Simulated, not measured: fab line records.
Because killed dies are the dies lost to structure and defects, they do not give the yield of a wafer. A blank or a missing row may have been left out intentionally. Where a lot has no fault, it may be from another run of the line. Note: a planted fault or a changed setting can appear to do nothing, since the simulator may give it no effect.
fab line records + flow n5-finfet
record:
- lots: 6
- wafers: 18
- last-day: 16
route steps=1938 shown BEOL_M2@916 BEOL_M4@1111 PASSIVATION@1936
lots with no fault: from the same line, run without faults
start-h: start of the lot's first displayed wafer, in hours after the record's first day + wait-h: time in hours since the lot's previous step + " as in the row above + L1.1+2: a single row standing in for several wafers + - value missing, or start not given + * or withheld: withheld + < > ~ a bound
route shown NAME@n: names a module that has steps shown in the file, with the first one's number in the route + usual: mean and standard deviation over wafers with no fault + same: alike in all rows + chamber/n: place in a boat + sites: readings site by site + _std_site: standard deviation of those values + _edge_site: mean of outer sites minus mean of inner sites + radius-mm: for every site, how far away it sits from the centre of the wafer + mask NAME#n: copy n + behind: the last tool/chamber to shape the wafer + hold: why the lot was held/for how many hours/how that ended + device: whichever transistor did not switch (one of n, p or np) + end of line: tests of these same wafers at the route's end + where a step has no rows: the recipe by itself + killed: the dies lost at the first sort to structure and to defects; this is not the yield of the wafer + map: dies across one wafer; x = killed, . = not, _ = none there
set.NAME: the setting the step ran with; set.NAME@STEP: the setting that earlier step ran with + model.NAME: the simulator's own value behind a step, which no gauge read
lots at selected steps of the route; one table per step, one row per wafer
services: from which hour (start-h, from the record's first day; less than 0 if before it) a tool's chamber was out of use, for how many hours, and why
== steps ==
step: N5_BEOL_M2_SPUTTER_92
recipe:
- material: Cu
- target-thk-a: 45
- temp-c: -20
- chamber-pressure-pa: 0.07
- power-w: withheld
- time-s: 8.29
usual:
- throttle-valve-pct: 30.4/1.3
| lot.wafer | tool           | chamber | start-h | wait-h | throttle-valve-pct |
|-----------|----------------|---------|---------|--------|--------------------|
| L687.1    | pvd-sputter-02 | -       | 170.45  | 0.1    | 28.9               |
| L687.3    | "              | -       | "       | "      | 30.8               |
| L687.6    | "              | -       | "       | "      | 30.1               |
| L694.2    | pvd-sputter-03 | -       | 210.28  | 0.1    | 32.0               |
| L694.3    | "              | -       | "       | "      | 31.7               |
| L694.4    | "              | -       | "       | "      | 28.9               |
| L696.1    | pvd-sputter-02 | -       | 227.29  | 0.1    | 29.0               |
| L696.4    | "              | -       | "       | "      | 30.7               |
| L696.6    | "              | -       | "       | "      | 31.0               |
| L697.2    | pvd-sputter-02 | -       | 248.50  | 0.1    | 30.8               |
| L697.3    | "              | -       | "       | "      | 30.1               |
| L697.6    | "              | -       | "       | "      | 30.2               |
| L700.1    | pvd-sputter-01 | -       | 248.67  | 0.1    | 28.5               |
| L700.2    | "              | -       | "       | "      | 32.1               |
| L700.5    | "              | -       | "       | "      | 30.2               |
| L699.2    | pvd-sputter-03 | -       | 252.43  | 0.1    | 32.2               |
| L699.4    | "              | -       | "       | "      | 31.6               |
| L699.6    | "              | -       | "       | "      | 28.7               |
step: N5_BEOL_M2_ANNEAL_93
recipe:
- temp-c: 400
- time-s: 240
- ambient: vacuum
usual:
- heater-power-w: 827/110
- susceptor_temp_C_max: 400.9/0.39
| lot.wafer | tool           | chamber | start-h | wait-h | heater-power-w | susceptor_temp_C_max |
|-----------|----------------|---------|---------|--------|----------------|----------------------|
| L687.1    | pvd-sputter-02 | -       | 170.53  | 0.0    | 776            | 401.2                |
| L687.3    | "              | -       | "       | "      | 1082           | 400.8                |
| L687.6    | "              | -       | "       | "      | 789            | 401.4                |
| L694.2    | pvd-sputter-03 | -       | 210.36  | 0.0    | 892            | 400.9                |
| L694.3    | "              | -       | "       | "      | 678            | 401.4                |
| L694.4    | "              | -       | "       | "      | 958            | 400.9                |
| L696.1    | pvd-sputter-02 | -       | 227.37  | 0.0    | 760            | 401.5                |
| L696.4    | "              | -       | "       | "      | 1076           | 400.9                |
| L696.6    | "              | -       | "       | "      | 735            | 400.6                |
| L697.2    | pvd-sputter-02 | -       | 248.58  | 0.0    | 726            | 401.2                |
| L697.3    | "              | -       | "       | "      | 776            | 401.1                |
| L697.6    | "              | -       | "       | "      | 795            | 400.8                |
| L700.1    | pvd-sputter-01 | -       | 248.75  | 0.0    | 759            | 400.3                |
| L700.2    | "              | -       | "       | "      | 795            | 401.1                |
| L700.5    | "              | -       | "       | "      | 792            | 401.0                |
| L699.2    | pvd-sputter-03 | -       | 252.51  | 0.0    | 870            | 400.7                |
| L699.4    | "              | -       | "       | "      | 684            | 401.4                |
| L699.6    | "              | -       | "       | "      | 760            | 400.2                |
step: N5_BEOL_M2_SPUTTER_94
recipe:
- material: Cu
- target-thk-a: 45
- temp-c: -20
- chamber-pressure-pa: 0.07
- power-w: withheld
- time-s: 8.29
step: N5_BEOL_M2_ANNEAL_95
recipe:
- temp-c: 400
- time-s: 240
- ambient: vacuum
usual:
- heater-power-w: 827/110
- susceptor_temp_C_max: 400.9/0.35
| lot.wafer | tool           | chamber | start-h | wait-h | heater-power-w | susceptor_temp_C_max |
|-----------|----------------|---------|---------|--------|----------------|----------------------|
| L687.1    | pvd-sputter-02 | -       | 170.75  | 0.0    | 773            | 401.0                |
| L687.3    | "              | -       | "       | "      | 1043           | 400.6                |
| L687.6    | "              | -       | "       | "      | 781            | 400.8                |
| L694.2    | pvd-sputter-03 | -       | 210.58  | 0.0    | 891            | 400.8                |
| L694.3    | "              | -       | "       | "      | 714            | 401.5                |
| L694.4    | "              | -       | "       | "      | 963            | 401.0                |
| L696.1    | pvd-sputter-02 | -       | 227.59  | 0.0    | 767            | 401.6                |
| L696.4    | "              | -       | "       | "      | 1062           | 400.9                |
| L696.6    | "              | -       | "       | "      | 741            | 401.2                |
| L697.2    | pvd-sputter-02 | -       | 248.80  | 0.0    | 725            | 401.2                |
| L697.3    | "              | -       | "       | "      | 805            | 401.5                |
| L697.6    | "              | -       | "       | "      | 807            | 400.9                |
| L700.1    | pvd-sputter-01 | -       | 248.97  | 0.0    | 762            | 401.2                |
| L700.2    | "              | -       | "       | "      | 787            | 401.2                |
| L700.5    | "              | -       | "       | "      | 781            | 400.8                |
| L699.2    | pvd-sputter-03 | -       | 252.73  | 0.0    | 884            | 400.4                |
| L699.4    | "              | -       | "       | "      | 695            | 401.2                |
| L699.6    | "              | -       | "       | "      | 746            | 400.9                |
step: N5_BEOL_M2_SPUTTER_96
recipe:
- material: Cu
- target-thk-a: 45
- temp-c: -20
- chamber-pressure-pa: 0.07
- power-w: withheld
- time-s: 8.29
usual:
- throttle-valve-pct: 30.4/1.3
| lot.wafer | tool           | chamber | start-h | wait-h | throttle-valve-pct |
|-----------|----------------|---------|---------|--------|--------------------|
| L687.1    | pvd-sputter-02 | -       | 170.89  | 0.1    | 28.9               |
| L687.3    | "              | -       | "       | "      | 30.7               |
| L687.6    | "              | -       | "       | "      | 30.1               |
| L694.2    | pvd-sputter-03 | -       | 210.72  | 0.1    | 32.3               |
| L694.3    | "              | -       | "       | "      | 31.8               |
| L694.4    | "              | -       | "       | "      | 28.8               |
| L696.1    | pvd-sputter-02 | -       | 227.73  | 0.1    | 28.8               |
| L696.4    | "              | -       | "       | "      | 30.7               |
| L696.6    | "              | -       | "       | "      | 30.6               |
| L697.2    | pvd-sputter-02 | -       | 248.94  | 0.1    | 30.9               |
| L697.3    | "              | -       | "       | "      | 30.2               |
| L697.6    | "              | -       | "       | "      | 30.0               |
| L700.1    | pvd-sputter-01 | -       | 249.11  | 0.1    | 28.5               |
| L700.2    | "              | -       | "       | "      | 31.9               |
| L700.5    | "              | -       | "       | "      | 30.5               |
| L699.2    | pvd-sputter-03 | -       | 252.87  | 0.1    | 32.1               |
| L699.4    | "              | -       | "       | "      | 31.7               |
| L699.6    | "              | -       | "       | "      | 28.4               |
step: N5_BEOL_M2_ECD_50
recipe:
- material: Cu
- target-thk-a: 3000
step: N5_BEOL_M2_ANNEAL_51
recipe:
- temp-c: 225
- time-s: 90
- ambient: N2
step: N5_BEOL_M2_CMP_52
recipe:
- stop-on: SiOC
- t-overpolish-s: 6.8
- down-force-psi: 1
- platen-rpm: 50
- clearing-platen-down-force-psi: 1.5
- clearing-platen-rpm: 50
- post-cmp-clean: cu-alkaline
- target-thk-nm: 40
- clearing-platen-pad-velocity-m-s: 0.99484
- pad-velocity-m-s: 0.99484
usual:
- barrier-field-endpoint-s: 24.5/0.6
- clearing-platen-rpm: 49.998/0.028
- edge-zone-pressure-frac: 1.000/0.0048
- motor-current-A: 6.0/0.68
- overpolish-run-s: 6.800/0.0092
- time-to-endpoint-s: 63/3.2
| lot.wafer | tool   | chamber | start-h | wait-h | barrier-field-endpoint-s | clearing-platen-rpm | edge-zone-pressure-frac | motor-current-A | overpolish-run-s | time-to-endpoint-s |
|-----------|--------|---------|---------|--------|--------------------------|---------------------|-------------------------|-----------------|------------------|--------------------|
| L687.1    | cmp-02 | 1       | 177.72  | 0.3    | 24.5                     | 49.986              | 0.995                   | 5.7             | 6.809            | 62                 |
| L687.3    | "      | 3       | "       | "      | 25.2                     | 50.057              | 1.002                   | 6.1             | 6.815            | 65                 |
| L687.6    | "      | 1       | "       | "      | 24.8                     | 49.972              | 0.997                   | 5.5             | 6.812            | 63                 |
| L694.4    | cmp-03 | 1       | 211.25  | 0.2    | 24.5                     | 50.012              | 1.004                   | 5.6             | 6.803            | 66                 |
| L694.2    | "      | 2       | "       | "      | 25.5                     | 49.964              | 1.001                   | 5.0             | 6.800            | 70                 |
| L694.3    | "      | 3       | "       | "      | 24.4                     | 50.044              | 1.007                   | 5.8             | 6.811            | 63                 |
| L696.4    | cmp-03 | 1       | 228.30  | 0.2    | 25.4                     | 50.015              | 1.001                   | 5.8             | 6.806            | 67                 |
| L696.1    | "      | 2       | "       | "      | 25.0                     | 49.983              | 1.005                   | 5.0             | 6.785            | 66                 |
| L696.6    | "      | 3       | "       | "      | 24.9                     | 50.020              | 1.007                   | 5.7             | 6.802            | 62                 |
| L697.2    | cmp-02 | 1       | 249.44  | 0.2    | 24.2                     | 50.042              | 1.000                   | 5.6             | 6.801            | 62                 |
| L697.3    | "      | 3       | "       | "      | 25.0                     | 49.949              | 0.999                   | 6.2             | 6.810            | 64                 |
| L697.6    | "      | 1       | "       | "      | 24.4                     | 50.031              | 1.009                   | 5.6             | 6.795            | 62                 |
| L700.2    | cmp-01 | 2       | 249.70  | 0.2    | 23.1                     | 49.994              | 0.997                   | 5.5             | 6.806            | 57                 |
| L700.1    | "      | 1       | "       | "      | 23.6                     | 49.991              | 0.995                   | 6.8             | 6.812            | 64                 |
| L700.5    | "      | 3       | "       | "      | 24.2                     | 50.016              | 1.003                   | 5.7             | 6.804            | 63                 |
| L699.2    | cmp-03 | 0       | 253.52  | 0.3    | 24.2                     | 50.013              | 0.997                   | 6.2             | 6.801            | 61                 |
| L699.4    | "      | 3       | "       | "      | 24.3                     | 50.036              | 1.008                   | 6.3             | 6.796            | 60                 |
| L699.6    | "      | 1       | "       | "      | 24.7                     | 49.930              | 1.000                   | 5.7             | 6.811            | 66                 |
step: N5_BEOL_M2_THK_MEAS_53
recipe:
- thk-meas-gauge: xrf
- reads: Cu_of_BEOL_M2_ECD_50
usual:
- M2_THK: 39.8/1.7
| lot.wafer | tool          | chamber | start-h | wait-h | M2_THK[nm] |
|-----------|---------------|---------|---------|--------|------------|
| L687.1    | film-metro-01 | -       | 177.97  | -      | 39.3       |
| L687.3    | "             | -       | "       | "      | 39.8       |
| L687.6    | "             | -       | "       | "      | 39.3       |
| L694.2    | film-metro-01 | -       | 211.51  | -      | 39.5       |
| L694.3    | "             | -       | "       | "      | 37.3       |
| L694.4    | "             | -       | "       | "      | 40.6       |
| L696.1    | film-metro-02 | -       | 228.51  | -      | 42.2       |
| L696.4    | "             | -       | "       | "      | 40.4       |
| L696.6    | "             | -       | "       | "      | 40.0       |
| L697.2    | film-metro-02 | -       | 249.76  | 0.3    | 39.0       |
| L697.3    | "             | -       | "       | "      | 40.8       |
| L697.6    | "             | -       | "       | "      | 36.6       |
| L700.1    | film-metro-02 | -       | 250.00  | -      | 41.1       |
| L700.2    | "             | -       | "       | "      | 38.7       |
| L700.5    | "             | -       | "       | "      | 42.0       |
| L699.2    | film-metro-02 | -       | 253.82  | -      | 39.6       |
| L699.4    | "             | -       | "       | "      | 40.3       |
| L699.6    | "             | -       | "       | "      | 39.2       |
step: N5_BEOL_M2_PRE_CLEAN_60
recipe:
- gas: NH3/H2
- time-s: 15
- temp-c: *
- rf-power-w: 300
step: N5_BEOL_M2_CO_CAP_55
recipe:
- material: Co
- target-thk-a: 20
- temp-c: 200
- precursor: CCTBA/H2
- pressure-torr: 30
- time-s: 102.1
step: N5_BEOL_M2_PRE_CLEAN_56
recipe:
- gas: NH3
- time-s: 15
- temp-c: withheld
- rf-power-w: 300
step: N5_BEOL_M2_DEP_57
recipe:
- material: SiCN
- target-thk-a: 80
- temp-c: withheld
- precursor: 3MS/NH3
- pressure-torr: 3
- rf-w: 202
- time-s: 14
usual:
- chamber-pressure-Torr: 3.000/0.0077
- rf-fwd-power-W: 198.7/0.87
- showerhead-plenum-p-Torr: 3.661/0.012
- throttle-valve-pct: 9.1/0.69
| lot.wafer | tool     | chamber | start-h | wait-h | chamber-pressure-Torr | rf-fwd-power-W | showerhead-plenum-p-Torr | throttle-valve-pct |
|-----------|----------|---------|---------|--------|-----------------------|----------------|--------------------------|--------------------|
| L687.1    | pecvd-03 | 2       | 178.17  | 0.0    | 2.999                 | 200.1          | 3.674                    | 8.5                |
| L687.3    | "        | 1       | "       | "      | 2.993                 | 199.3          | 3.652                    | 8.9                |
| L687.6    | "        | 2       | "       | "      | 2.998                 | 199.6          | 3.670                    | 8.6                |
| L694.2    | pecvd-04 | 2       | 211.71  | 0.0    | 2.990                 | 199.0          | 3.657                    | 8.3                |
| L694.3    | "        | 0       | "       | "      | 3.003                 | 198.4          | 3.656                    | 9.3                |
| L694.4    | "        | 1       | "       | "      | 3.006                 | 199.2          | 3.660                    | 9.1                |
| L696.1    | pecvd-03 | 1       | 228.71  | 0.0    | 3.007                 | 199.6          | 3.666                    | 9.0                |
| L696.4    | "        | 2       | "       | "      | 3.000                 | 199.4          | 3.669                    | 8.4                |
| L696.6    | "        | 0       | "       | "      | 3.007                 | 198.1          | 3.661                    | 9.6                |
| L697.2    | pecvd-03 | 0       | 249.95  | 0.0    | -                     | -              | -                        | -                  |
| L697.3    | "        | 2       | "       | "      | -                     | -              | -                        | -                  |
| L697.6    | "        | 1       | "       | "      | -                     | -              | -                        | -                  |
| L700.1    | pecvd-01 | 0       | 250.19  | 0.0    | -                     | -              | -                        | -                  |
| L700.2    | "        | 2       | "       | "      | -                     | -              | -                        | -                  |
| L700.5    | "        | 0       | "       | "      | -                     | -              | -                        | -                  |
| L699.2    | pecvd-04 | 2       | 254.01  | 0.0    | 3.004                 | 198.8          | 3.656                    | 8.2                |
| L699.4    | "        | 1       | "       | "      | 3.000                 | 199.1          | 3.662                    | 9.0                |
| L699.6    | "        | 0       | "       | "      | 3.001                 | 199.5          | 3.676                    | 9.5                |
step: N5_BEOL_M4_RC_MEAS_101
usual:
- DIBL_N: 35.7/1.5
- DIBL_P: 35.7/2
- IOFF_N: 0.155/0.026
- IOFF_P: 0.20/0.031
- ION_N: 675/11
- ION_P: 462/7.1
- SS_N: 71.3/0.57
- SS_P: 73.1/0.56
- VT_N: 250/3
- VT_P: -251/3
| lot.wafer | tool      | chamber | start-h | wait-h | DIBL_N[mV/V] | DIBL_P[mV/V] | IOFF_N[nA/um] | IOFF_P[nA/um] | ION_N[uA/um] | ION_P[uA/um] | SS_N[mV/dec] | SS_P[mV/dec] | VT_N[mV] | VT_P[mV] |
|-----------|-----------|---------|---------|--------|--------------|--------------|---------------|---------------|--------------|--------------|--------------|--------------|----------|----------|
| L687.1    | prober-02 | 0       | 198.90  | 0.0    | 35.3         | 33.2         | 0.147         | 0.18          | 670          | 456          | 71.3         | 72.1         | 249      | -253     |
| L687.3    | "         | 0       | "       | "      | 35.9         | 33.9         | 0.149         | 0.19          | 681          | 467          | 71.2         | 73.2         | 251      | -251     |
| L687.6    | "         | 0       | "       | "      | 36.7         | 34.5         | 0.176         | 0.21          | 701          | 469          | 72.0         | 72.5         | 245      | -247     |
| L694.2    | prober-02 | 0       | 233.88  | 0.2    | 35.6         | 34.6         | 0.150         | 0.19          | 675          | 460          | 71.9         | 73.2         | 249      | -251     |
| L694.3    | "         | 0       | "       | "      | 35.5         | 34.0         | 0.138         | 0.18          | 673          | 461          | 70.7         | 73.1         | 252      | -253     |
| L694.4    | "         | 0       | "       | "      | 35.2         | 33.9         | 0.131         | 0.18          | 662          | 459          | 71.0         | 72.7         | 253      | -251     |
| L696.1    | prober-02 | 0       | 255.81  | 0.0    | 37.1         | 37.3         | 0.178         | 0.22          | 680          | 463          | 71.2         | 72.8         | 250      | -251     |
| L696.4    | "         | 0       | "       | "      | 37.3         | 36.9         | 0.163         | 0.21          | 667          | 460          | 72.1         | 73.0         | 251      | -252     |
| L696.6    | "         | 0       | "       | "      | 37.5         | 37.2         | 0.184         | 0.21          | 684          | 460          | 71.9         | 73.3         | 248      | -253     |
| L699.2    | prober-01 | 0       | 277.89  | 0.2    | 39.6         | 39.1         | 0.210         | 0.26          | 682          | 469          | 72.1         | 75.0         | 248      | -248     |
| L699.4    | "         | 0       | "       | "      | 37.9         | 36.8         | 0.171         | 0.22          | 675          | 469          | 72.6         | 73.8         | 246      | -250     |
| L699.6    | "         | 0       | "       | "      | 35.7         | 34.8         | 0.146         | 0.19          | 683          | 464          | 72.1         | 72.7         | 250      | -252     |
step: N5_PASSIVATION_PROBE_49
usual:
- defect-limited-yield: 91.4/1.5
- killed_at_M0_to_M3: 34/10
- killed_at_M4_up: 15/6
- killed-at-contacts: 12/6
- killed-at-front-end: 37/11
- killed-at-other: 3.3/2.8
- killed-dies: 101/18
- killed-on-rim: 14/4.4
- killed-open: 66/14
- killed-short: 33/7.8
- sort_bin_5_function: 5.0/0.97
- sort_bin_6_memory: 3.2/0.72
- sort-n-pass: 1079/18
- sort-yield-pct: 91.4/1.5
same:
- gross-dies: 1180
- killed-at-back-side: 0
- sort_bin_4_leakage[%]: 0
- sort_bin_8_speed[%]: 0
| lot.wafer | tool      | chamber | start-h | wait-h | defect-limited-yield[%] | killed_at_M0_to_M3 | killed_at_M4_up | killed-at-contacts | killed-at-front-end | killed-at-other | killed-dies | killed-on-rim | killed-open | killed-short | sort_bin_5_function[%] | sort_bin_6_memory[%] | sort-n-pass | sort-yield-pct[%] |
|-----------|-----------|---------|---------|--------|-------------------------|--------------------|-----------------|--------------------|---------------------|-----------------|-------------|---------------|-------------|--------------|------------------------|----------------------|-------------|-------------------|
| L697.2    | prober-02 | -       | 386.50  | 0.1    | 0                       | 1119               | 16              | 11                 | 32                  | 2               | 1180        | 152           | 64          | 33           | 96.9                   | 2.8                  | 0           | 0                 |
| L697.3    | prober-02 | -       | 386.55  | 0.1    | 0                       | 1120               | 24              | 12                 | 20                  | 4               | 1180        | 152           | 72          | 32           | 96.5                   | 3.2                  | 0           | 0                 |
| L697.6    | prober-02 | -       | 386.70  | 0.3    | 0                       | 1130               | 19              | 5                  | 24                  | 2               | 1180        | 152           | 57          | 24           | 97.0                   | 2.5                  | 0           | 0                 |
| L700.1    | prober-02 | -       | 387.64  | 0.0    | 0                       | 1094               | 21              | 19                 | 44                  | 2               | 1180        | 152           | 86          | 28           | 95.6                   | 4.2                  | 0           | 0                 |
| L700.2    | prober-02 | -       | 387.69  | 0.1    | 0                       | 1102               | 18              | 10                 | 46                  | 4               | 1180        | 152           | 60          | 35           | 95.6                   | 4.2                  | 0           | 0                 |
| L700.5    | prober-02 | -       | 387.84  | 0.2    | 0                       | 1101               | 19              | 12                 | 46                  | 2               | 1180        | 152           | 66          | 23           | 97.4                   | 2.5                  | 0           | 0                 |
killed by level:class
L697.2 BEOL_M2:area-dep=1081 FIN_SAQP:geometric-particle:open=11 BEOL_M2:geometric-particle:open=11 MOL_CONTACT_COAG:geometric-particle:open=9 FIN_SAQP:geometric-particle:short=8 BEOL_M0_SAQP:geometric-particle:open=8 BEOL_M3:geometric-particle:open=8 BEOL_M4:geometric-particle:open=7
L697.3 BEOL_M2:area-dep=1073 BEOL_M4:geometric-particle:open=14 BEOL_M2:geometric-particle:open=11 MOL_CONTACT_COAG:geometric-particle:open=10 BEOL_M0_SAQP:geometric-particle:short=10 BEOL_M0_SAQP:geometric-particle:open=9 BEOL_M1:geometric-particle:open=6 GATE_CUT:geometric-particle:open=4
L697.6 BEOL_M2:area-dep=1097 BEOL_M2:geometric-particle:open=18 BEOL_M5:geometric-particle:open=7 BEOL_M0_SAQP:geometric-particle:short=5 BEOL_M0_SAQP:geometric-particle:open=4 BEOL_M4:geometric-particle:open=4 STARTING-WAFER:geometric-particle:open=4 GATE_CUT:geometric-particle:short=3
L700.1 BEOL_M2:area-dep=1063 STI_FIN_REVEAL:geometric-particle:open=21 MOL_CONTACT_COAG:geometric-particle:open=16 BEOL_M4:geometric-particle:open=13 BEOL_M2:geometric-particle:open=10 BEOL_M3:geometric-particle:open=6 FIN_SAQP:geometric-particle:short=5 BEOL_M0_SAQP:geometric-particle:open=5
L700.2 BEOL_M2:area-dep=1084 STI_FIN_REVEAL:geometric-particle:open=17 MOL_CONTACT_COAG:geometric-particle:open=7 FIN_SAQP:geometric-particle:open=5 FIN_SAQP:geometric-particle:short=5 BEOL_M0_SAQP:geometric-particle:open=5 BEOL_M0_SAQP:geometric-particle:short=5 BEOL_M4:geometric-particle:open=5
L700.5 BEOL_M2:area-dep=1088 FIN_SAQP:geometric-particle:open=16 MOL_CONTACT_COAG:geometric-particle:open=11 BEOL_M4:geometric-particle:open=9 STI_FIN_REVEAL:geometric-particle:open=8 BEOL_M0_SAQP:geometric-particle:short=5 STARTING-WAFER:geometric-particle:open=5 BEOL_M1:geometric-particle:open=4
map L697.2 (x killed, . not)
_________________xxxxxxxxxxxx________________
______________xxxxxxxxxxxxxxxxxx_____________
___________xxxxxxxxxxxxxxxxxxxxxxxx__________
__________xxxxxxxxxxxxxxxxxxxxxxxxxx_________
________xxxxxxxxxxxxxxxxxxxxxxxxxxxxxx_______
_______xxxxxxxxxxxxxxxxxxxxxxxxxxxxxxxx______
______xxxxxxxxxxxxxxxxxxxxxxxxxxxxxxxxxx_____
_____xxxxxxxxxxxxxxxxxxxxxxxxxxxxxxxxxxxx____
____xxxxxxxxxxxxxxxxxxxxxxxxxxxxxxxxxxxxxx___
___xxxxxxxxxxxxxxxxxxxxxxxxxxxxxxxxxxxxxxxx__
___xxxxxxxxxxxxxxxxxxxxxxxxxxxxxxxxxxxxxxxx__
__xxxxxxxxxxxxxxxxxxxxxxxxxxxxxxxxxxxxxxxxxx_
__xxxxxxxxxxxxxxxxxxxxxxxxxxxxxxxxxxxxxxxxxx_
_xxxxxxxxxxxxxxxxxxxxxxxxxxxxxxxxxxxxxxxxxxxx
_xxxxxxxxxxxxxxxxxxxxxxxxxxxxxxxxxxxxxxxxxxxx
_xxxxxxxxxxxxxxxxxxxxxxxxxxxxxxxxxxxxxxxxxxxx
_xxxxxxxxxxxxxxxxxxxxxxxxxxxxxxxxxxxxxxxxxxxx
_xxxxxxxxxxxxxxxxxxxxxxxxxxxxxxxxxxxxxxxxxxxx
_xxxxxxxxxxxxxxxxxxxxxxxxxxxxxxxxxxxxxxxxxxxx
_xxxxxxxxxxxxxxxxxxxxxxxxxxxxxxxxxxxxxxxxxxxx
_xxxxxxxxxxxxxxxxxxxxxxxxxxxxxxxxxxxxxxxxxxxx
__xxxxxxxxxxxxxxxxxxxxxxxxxxxxxxxxxxxxxxxxxx_
__xxxxxxxxxxxxxxxxxxxxxxxxxxxxxxxxxxxxxxxxxx_
___xxxxxxxxxxxxxxxxxxxxxxxxxxxxxxxxxxxxxxxx__
___xxxxxxxxxxxxxxxxxxxxxxxxxxxxxxxxxxxxxxxx__
____xxxxxxxxxxxxxxxxxxxxxxxxxxxxxxxxxxxxxx___
_____xxxxxxxxxxxxxxxxxxxxxxxxxxxxxxxxxxxx____
______xxxxxxxxxxxxxxxxxxxxxxxxxxxxxxxxxx_____
_______xxxxxxxxxxxxxxxxxxxxxxxxxxxxxxxx______
________xxxxxxxxxxxxxxxxxxxxxxxxxxxxxx_______
__________xxxxxxxxxxxxxxxxxxxxxxxxxx_________
___________xxxxxxxxxxxxxxxxxxxxxxxx__________
______________xxxxxxxxxxxxxxxxxx_____________
_________________xxxxxxxxxxxx________________
map L700.1 (x killed, . not)
_________________xxxxxxxxxxxx________________
______________xxxxxxxxxxxxxxxxxx_____________
___________xxxxxxxxxxxxxxxxxxxxxxxx__________
__________xxxxxxxxxxxxxxxxxxxxxxxxxx_________
________xxxxxxxxxxxxxxxxxxxxxxxxxxxxxx_______
_______xxxxxxxxxxxxxxxxxxxxxxxxxxxxxxxx______
______xxxxxxxxxxxxxxxxxxxxxxxxxxxxxxxxxx_____
_____xxxxxxxxxxxxxxxxxxxxxxxxxxxxxxxxxxxx____
____xxxxxxxxxxxxxxxxxxxxxxxxxxxxxxxxxxxxxx___
___xxxxxxxxxxxxxxxxxxxxxxxxxxxxxxxxxxxxxxxx__
___xxxxxxxxxxxxxxxxxxxxxxxxxxxxxxxxxxxxxxxx__
__xxxxxxxxxxxxxxxxxxxxxxxxxxxxxxxxxxxxxxxxxx_
__xxxxxxxxxxxxxxxxxxxxxxxxxxxxxxxxxxxxxxxxxx_
_xxxxxxxxxxxxxxxxxxxxxxxxxxxxxxxxxxxxxxxxxxxx
_xxxxxxxxxxxxxxxxxxxxxxxxxxxxxxxxxxxxxxxxxxxx
_xxxxxxxxxxxxxxxxxxxxxxxxxxxxxxxxxxxxxxxxxxxx
_xxxxxxxxxxxxxxxxxxxxxxxxxxxxxxxxxxxxxxxxxxxx
_xxxxxxxxxxxxxxxxxxxxxxxxxxxxxxxxxxxxxxxxxxxx
_xxxxxxxxxxxxxxxxxxxxxxxxxxxxxxxxxxxxxxxxxxxx
_xxxxxxxxxxxxxxxxxxxxxxxxxxxxxxxxxxxxxxxxxxxx
_xxxxxxxxxxxxxxxxxxxxxxxxxxxxxxxxxxxxxxxxxxxx
__xxxxxxxxxxxxxxxxxxxxxxxxxxxxxxxxxxxxxxxxxx_
__xxxxxxxxxxxxxxxxxxxxxxxxxxxxxxxxxxxxxxxxxx_
___xxxxxxxxxxxxxxxxxxxxxxxxxxxxxxxxxxxxxxxx__
___xxxxxxxxxxxxxxxxxxxxxxxxxxxxxxxxxxxxxxxx__
____xxxxxxxxxxxxxxxxxxxxxxxxxxxxxxxxxxxxxx___
_____xxxxxxxxxxxxxxxxxxxxxxxxxxxxxxxxxxxx____
______xxxxxxxxxxxxxxxxxxxxxxxxxxxxxxxxxx_____
_______xxxxxxxxxxxxxxxxxxxxxxxxxxxxxxxx______
________xxxxxxxxxxxxxxxxxxxxxxxxxxxxxx_______
__________xxxxxxxxxxxxxxxxxxxxxxxxxx_________
___________xxxxxxxxxxxxxxxxxxxxxxxx__________
______________xxxxxxxxxxxxxxxxxx_____________
_________________xxxxxxxxxxxx________________
== services ==
| tool           | chamber | start-h | hours | kind                           |
|----------------|---------|---------|-------|--------------------------------|
| pecvd-03       | 2       | 148.23  | 5.5   | scheduled-down                 |
| pecvd-04       | 2       | 165.21  | 5.5   | scheduled-down                 |
| cmp-01         | -       | 168.17  | 4.1   | pm                             |
| pecvd-01       | 2       | 168.25  | 2.1   | scheduled-down                 |
| pecvd-04       | 1       | 178.00  | 2.1   | scheduled-down                 |
| pvd-sputter-03 | -       | 178.36  | 1.0   | repair                         |
| cmp-01         | -       | 179.11  | 2.5   | repair                         |
| pecvd-04       | 2       | 180.13  | 2.1   | scheduled-down                 |
| cmp-02         | -       | 183.37  | 4.0   | pm                             |
| cmp-02         | -       | 187.37  | -     | consumable-replace:conditioner |
| cmp-02         | -       | 187.37  | -     | consumable-replace:pad         |
| cmp-01         | -       | 192.70  | 7.2   | repair                         |
| pecvd-03       | 2       | 209.24  | 13.2  | repair                         |
| pecvd-04       | 0       | 214.44  | 25.6  | repair                         |
| cmp-02         | -       | 223.26  | 4.3   | pm                             |
| cmp-02         | -       | 227.88  | 1.6   | repair                         |
| cmp-01         | -       | 234.04  | 3.7   | pm                             |
| pecvd-04       | 2       | 242.61  | 6.9   | repair                         |
== key ==
first-sign:
- step: N5_BEOL_M2_DEP_57
- reading: tool-record
- direction: missing
effect:
- step: N5_PASSIVATION_PROBE_49
- reading: killed_at_M0_to_M3
- direction: up
- sigmas: 99+
- usual: 34
- struck: 1111
more-kills-born-at:
- N5_BEOL_M2_DEP_57@pecvd-03: 3251
- N5_BEOL_M2_DEP_57@pecvd-01: 3235
met-at N5_BEOL_M2_DEP_57
struck-wafers L697.2,L697.3,L697.6,L700.1,L700.2,L700.5
later-rows-left-out L697.2,L697.3,L697.6,L700.1,L700.2,L700.5
onset-between 228.71 249.95
fault:
- kind: skipped-step-whole
- tool: pecvd-01,pecvd-03
- chamber: -
- onset-h: 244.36
- steps: N5_BEOL_M2_DEP_57
- scope: struck-lots-only
later-rows-left-out: the simulator's readings of these wafers behind a module that went badly wrong aren't trusted and aren't shown, but for the sort
